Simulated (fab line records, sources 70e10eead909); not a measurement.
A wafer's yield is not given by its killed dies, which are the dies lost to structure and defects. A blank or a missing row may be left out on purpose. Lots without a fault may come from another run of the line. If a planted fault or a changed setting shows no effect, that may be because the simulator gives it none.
Chamber matching	flow nand_harc	rie_diel-07 running NHARC_P_M2_ETCH_35: 4 sister chambers
The step etches the open film in N2/H2, target depth 40 nm, overetch 12 nm, time 43.94 s. 4 wafers are shown with their chamber, then 12 later ones without.

WAFERS WITH THEIR CHAMBER
wafer	chamber	rf_vpp_V (V)
L082.4	2	429.3
L088.1	3	430.2
L088.2	0	431.7
L088.4	1	426.9

WAFERS MISSING THEIR CHAMBER
wafer	rf_vpp_V (V)
L094.2	426.6
L094.4	431.4
L094.6	427.1
L095.2	432.8
L095.5	425.8
L095.6	430.4
L097.1	430.4
L097.2	429.9
L097.5	428.0
L096.1	430.6
L096.5	428.3
L096.6	425.9

THE CHAMBER EACH PASSED THROUGH
wafer	from the rows above	in truth
L094.2	1	1
L094.4	can't be placed: 0 or 3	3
L094.6	1	1
L095.2	0	0
L095.5	1	1
L095.6	can't be placed: 3 or 2 or 0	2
L097.1	can't be placed: 3 or 2 or 0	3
L097.2	can't be placed: 3 or 2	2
L097.5	can't be placed: 1 or 2 or 3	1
L096.1	can't be placed: 3 or 0 or 2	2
L096.5	can't be placed: 2 or 1 or 3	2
L096.6	1	1
Correctly placed: 5 of 12. These rows do not allow placing 7 (true chamber among the candidates in 7). 0 placed wrongly.
How it was worked out, from the rows above alone: a wafer's distance from a chamber is the root of the sum, over the readings, of the square of ((its reading less the chamber's mean) divided by the reading's scatter). The wafer belongs to the nearest chamber; if the next one is less than 2 further off, it can't be placed. The mean given for a chamber averages the wafers shown for that chamber. The scatter: root of mean squared gap, hidden wafer to nearest shown wafer, with one shown wafer a chamber.
